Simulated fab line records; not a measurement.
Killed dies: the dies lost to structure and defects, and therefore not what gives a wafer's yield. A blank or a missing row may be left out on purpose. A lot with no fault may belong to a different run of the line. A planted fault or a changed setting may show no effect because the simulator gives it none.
Chamber matching | flow n5 finfet | N5_BEOL_M15_ETCH_57 on rie diel-03 has 4 sister chambers
The step etches SOC in N2/H2, time 750 s. 14 wafers are shown with their chamber, then 7 later ones without.

## EACH WAFER AND ITS CHAMBER
wafer  | chamber | drypump motor current A (A) | showerhead plenum p Torr (Torr) | throttle valve pct (%)
L077.2 | 2       | 4.9                         | 2.48                            | 17.48
L077.3 | 3       | 5.9                         | 2.63                            | 18.01
L077.5 | 1       | 6.1                         | 2.64                            | 17.88
L078.1 | 0       | 6.8                         | 2.55                            | 18.00
L078.2 | 2       | 4.9                         | 2.48                            | 17.50
L078.3 | 3       | 5.9                         | 2.63                            | 18.06
L079.3 | 1       | 6.1                         | 2.63                            | 17.89
L079.4 | 0       | 6.8                         | 2.55                            | 18.00
L079.5 | 2       | 4.9                         | 2.48                            | 17.49
L086.1 | 0       | 6.8                         | 2.54                            | 18.01
L086.2 | 1       | 6.1                         | 2.63                            | 17.90
L086.4 | 2       | 4.9                         | 2.48                            | 17.54
L085.3 | 3       | 6.0                         | 2.62                            | 18.07
L085.4 | 1       | 6.1                         | 2.63                            | 17.90

SIGNATURES (means of the wafers above)
reading                  | chamber 0 | chamber 1 | chamber 2 | chamber 3 | scatter within a chamber
drypump motor current A  | 6.800     | 6.100     | 4.900     | 5.933     | 0.0258
showerhead plenum p Torr | 2.5467    | 2.6325    | 2.4800    | 2.6267    | 0.00456
throttle valve pct       | 18.0033   | 17.8925   | 17.5025   | 18.0467   | 0.0212
Rule: a wafer's distance from a chamber is the root of the sum, over the readings, of the square of ((its reading less the chamber's mean) divided by the reading's scatter). The wafer belongs to the nearest chamber; if the next one is less than 2 further off, it can't be placed. The scatter: take each reading less its chamber's mean, square it, sum over the shown wafers, divide by the number of wafers less the number of chambers, and take the root.

## WAFERS WITHOUT THEIR CHAMBER
wafer  | drypump motor current A (A) | showerhead plenum p Torr (Torr) | throttle valve pct (%)
L085.5 | 6.1                         | 2.63                            | 17.89
L089.1 | 6.0                         | 2.62                            | 18.07
L089.2 | 6.7                         | 2.54                            | 18.02
L089.6 | 5.9                         | 2.62                            | 18.06
L097.1 | 6.1                         | 2.62                            | 17.92
L097.2 | 4.9                         | 2.47                            | 17.55
L097.5 | 6.1                         | 2.62                            | 17.93

## CHAMBER TAKEN BY EACH
wafer  | from the rows above | in truth
L085.5 | 1                   | 1
L089.1 | 3                   | 3
L089.2 | 0                   | 0
L089.6 | 3                   | 3
L097.1 | 1                   | 1
L097.2 | 2                   | 2
L097.5 | 1                   | 1
Placed correctly: 7 of 7. From these rows, 0 cannot be placed. Placed wrongly: 0.
